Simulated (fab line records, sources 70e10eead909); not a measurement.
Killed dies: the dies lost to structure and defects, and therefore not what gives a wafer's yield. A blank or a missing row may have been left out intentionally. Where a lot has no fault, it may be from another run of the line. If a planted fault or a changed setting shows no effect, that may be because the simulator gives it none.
Matching of chambers	flow nandHarc	NHARC_A_STAIRCASE_DEP_156 on pecvd-02: 3 sister chambers
The step deposits SiNx, target thk 50 nm. 3 wafers are shown with their chamber, then 9 later ones without.

WAFERS WITH THEIR CHAMBER
wafer	chamber	heaterPowerW (W)
L087.6	0	571
L088.2	2	802
L088.6	1	825

WAFERS WHOSE CHAMBER IS MISSING
wafer	heaterPowerW (W)
L090.3	804
L090.5	730
L090.6	833
L089.1	655
L089.3	807
L089.4	795
L094.3	795
L094.4	673
L094.6	755

EACH ONE'S CHAMBER
wafer	from the rows above	in truth
L090.3	can't be placed: 2 or 1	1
L090.5	can't be placed: 2 or 1 or 0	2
L090.6	can't be placed: 1 or 2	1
L089.1	can't be placed: 0 or 2 or 1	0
L089.3	can't be placed: 2 or 1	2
L089.4	can't be placed: 2 or 1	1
L094.3	can't be placed: 2 or 1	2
L094.4	can't be placed: 0 or 2 or 1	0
L094.6	can't be placed: 2 or 1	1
0 of 9 placed correctly. These rows do not allow placing 9 (true chamber among the candidates in 9). Wrongly placed: 0.
How it was worked out, from the rows above alone: a wafer's distance from a chamber is the root of the sum, over the readings, of the square of ((its reading less the chamber's mean) divided by the reading's scatter). If the next closest chamber is less than 2 further off than the closest, the wafer can't be placed; otherwise it belongs to the closest. Each chamber's mean is taken over the wafers shown for it. The scatter: root of mean squared gap, hidden wafer to nearest shown wafer, with one shown wafer a chamber.
